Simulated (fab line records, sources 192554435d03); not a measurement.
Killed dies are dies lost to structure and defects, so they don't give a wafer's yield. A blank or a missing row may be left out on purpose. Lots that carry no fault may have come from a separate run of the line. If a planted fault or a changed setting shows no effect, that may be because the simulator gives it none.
Chamber matching / flow n5Finfet / 4 sister chambers for N5_STI_FIN_REVEAL_ALD_14 on aldSin-01
The step deposits Si3N4, target thk 3 nm. 4 wafers are shown with their chamber, then 9 later ones without.

## WAFERS PAIRED WITH THEIR CHAMBERS
wafer=L084.6; chamber=3; heaterPowerW (W)=945
wafer=L090.1; chamber=2; heaterPowerW (W)=744
wafer=L090.3; chamber=1; heaterPowerW (W)=826
wafer=L090.5; chamber=0; heaterPowerW (W)=904

## WAFERS MISSING THEIR CHAMBER
wafer=L092.1; heaterPowerW (W)=709
wafer=L092.2; heaterPowerW (W)=933
wafer=L092.5; heaterPowerW (W)=804
wafer=L096.1; heaterPowerW (W)=793
wafer=L096.2; heaterPowerW (W)=897
wafer=L096.3; heaterPowerW (W)=926
wafer=L097.1; heaterPowerW (W)=942
wafer=L097.4; heaterPowerW (W)=805
wafer=L097.5; heaterPowerW (W)=811

## WHICH CHAMBER EACH WENT THROUGH
wafer=L092.1; from the rows above=2; in truth=2
wafer=L092.2; from the rows above=can't be placed: 3 or 0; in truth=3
wafer=L092.5; from the rows above=can't be placed: 1 or 2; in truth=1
wafer=L096.1; from the rows above=can't be placed: 1 or 2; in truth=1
wafer=L096.2; from the rows above=can't be placed: 0 or 3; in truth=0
wafer=L096.3; from the rows above=can't be placed: 3 or 0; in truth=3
wafer=L097.1; from the rows above=can't be placed: 3 or 0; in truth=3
wafer=L097.4; from the rows above=can't be placed: 1 or 2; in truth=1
wafer=L097.5; from the rows above=1; in truth=1
Placed correctly: 2 of 9. Not placeable from these rows: 7 (in 7, the candidates include the true chamber). Placed wrongly: 0.
How it was worked out, from the rows above alone: a wafer's distance from a chamber is the root of the sum, over the readings, of the square of ((its reading less the chamber's mean) divided by the reading's scatter). The wafer belongs to the nearest chamber; if the next one is less than 2 further off, it can't be placed. Each chamber's mean is taken over the wafers shown for it. The scatter: root of mean squared gap, hidden wafer to nearest shown wafer, with one shown wafer a chamber.
